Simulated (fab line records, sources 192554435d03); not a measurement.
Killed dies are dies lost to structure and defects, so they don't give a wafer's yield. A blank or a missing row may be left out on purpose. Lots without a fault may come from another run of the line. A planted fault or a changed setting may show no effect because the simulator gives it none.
Split-lot experiment | flow n5_finfet | 7 lots, 21 wafers read, on a route of 1938 steps

THE SPLIT
At N5_HKMG_FIN_ETCH_58 (etches SOC in N2/H2, target depth 215.8 nm, time 741 s), the setting source_w was moved away from the recipe's 875 W on 4 of the 21 wafers read, by -10.3% to +14.2%. The other wafers ran this setting at the recipe's value.

The reading is taken at the split's own step.

THE READING
rf_vpp_V, in V, at N5_HKMG_FIN_ETCH_58 (etches SOC in N2/H2, target depth 215.8 nm, time 741 s). Fault-free wafers of this fab line usually give 99.0 V, standard deviation 0.88 V.

wafer  | tool, chamber at the split | source_w as run, W | against the recipe | rf_vpp_V, V | against lot-mates on the recipe
L078.1 | rie_diel-04, 2             | 875                | recipe             | 98.3        | -
L078.3 | rie_diel-04, 0             | 875                | recipe             | 98.9        | -
L078.5 | rie_diel-04, 0             | 875                | recipe             | 99.8        | -
L081.1 | rie_diel-05, 3             | 991.5              | +13.3%             | 94.9        | -3.5
L081.2 | rie_diel-05, 0             | 875                | recipe             | 97.8        | -
L081.5 | rie_diel-05, 1             | 875                | recipe             | 99.1        | -
L088.3 | rie_diel-06, 3             | 875                | recipe             | 98.7        | -
L088.5 | rie_diel-06, 2             | 875                | recipe             | 99.3        | -
L088.6 | rie_diel-06, 3             | 875                | recipe             | 99.1        | -
L093.3 | rie_diel-06, 2             | 875                | recipe             | 99.4        | -
L093.5 | rie_diel-06, 0             | 785.3              | -10.3%             | 102.9       | +3.5
L093.6 | rie_diel-06, 3             | 785.3              | -10.3%             | 102.3       | +2.9
L094.1 | rie_diel-06, 2             | 875                | recipe             | 99.1        | -
L094.2 | rie_diel-06, 1             | 875                | recipe             | 98.3        | -
L094.6 | rie_diel-06, 2             | 875                | recipe             | 97.1        | -
L096.1 | rie_diel-04, 1             | 875                | recipe             | 99.7        | -
L096.2 | rie_diel-04, 2             | 875                | recipe             | 99.2        | -
L096.6 | rie_diel-04, 0             | 998.9              | +14.2%             | 93.8        | -5.7
L097.1 | rie_diel-06, 2             | 875                | recipe             | 98.4        | -
L097.2 | rie_diel-06, 3             | 875                | recipe             | 98.3        | -
L097.5 | rie_diel-06, 3             | 875                | recipe             | 98.1        | -

THE FIT
A straight line over all 21 wafers: rf_vpp_V changes by -0.341 V for each +1% of source_w; r = -0.94; the points scatter about the line by 0.69 V.
The same after taking each lot's own level away (the mean of its wafers on the recipe; 21 wafers): -0.328 V for each +1%; r = -0.95; scatter 0.57 V.
On that fit, the largest move of source_w shifts the reading by 4.6 V.
The lots' own levels span 98.17 to 99.45 V, that is 1.5 times the standard deviation above.
So the lot-to-lot level changes the slope little: the two slopes agree.
Check: with one of the wafers moved furthest among these (+14.2%) left out of the fit, the line predicts -4.08 V for it against its lot-mates. It came out at -5.65 V against them.
Tool readings at the split's step, against how far the setting was moved: rf_vpp_V r = -0.94.

OTHER SPLITS ON THESE WAFERS
These wafers also went through other splits before the reading. Each is held against what the fit with the lots' levels taken away leaves over:
other split on the same wafers        | wafers away from the commonest value | r with rf_vpp_V (lot level and that fit taken away)
N5_SD_EPI_N_DEVELOP_08 develop_time_s | 8                                    | +0.01
N5_SD_EPI_P_EPI_21 epi_growth_time_s  | 8                                    | +0.15
N5_SD_ACTIVATION_LSA_01 temp_c        | 7                                    | -0.02
N5_HKMG_FIN_HK_ALD_01 ald_cycles      | 6                                    | -0.10

THE WHOLE CHAIN: every reading that the file lists as answering this split, in the file's order
step                 | what it does                                           | reading                                                                         | change (the file's fit)              | r (the file's)
N5_HKMG_FIN_ETCH_58  | etches SOC in N2/H2, target depth 215.8 nm, time 741 s | rf_vpp_V                                                                        | -0.332 V for each +1% of the setting | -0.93
N5_HKMG_FIN_ETCH_58  | etches SOC in N2/H2, target depth 215.8 nm, time 741 s | HKMG_FIN.feature_depth_nm (the simulator's own value, which no gauge read)      | +1.73 nm for each +1% of the setting | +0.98
N5_HKMG_FIN_ETCH_58  | etches SOC in N2/H2, target depth 215.8 nm, time 741 s | etch.depth_nm (the simulator's own value, which no gauge read)                  | +1.73 nm for each +1% of the setting | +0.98
N5_HKMG_FIN_ETCH_58  | etches SOC in N2/H2, target depth 215.8 nm, time 741 s | SOC_of_HKMG_FIN_COAT_41.thk_nm (the simulator's own value, which no gauge read) | -1.75 nm for each +1% of the setting | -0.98
N5_HKMG_FIN_STRIP_93 | strips SOC in N2/H2, time 20 s                         | SOC_of_HKMG_FIN_COAT_41.thk_nm (the simulator's own value, which no gauge read) | -1.74 nm for each +1% of the setting | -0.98

THE FILE'S OWN FIT
rf_vpp_V changes by -0.332 V for each +1% of source_w, r = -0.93.
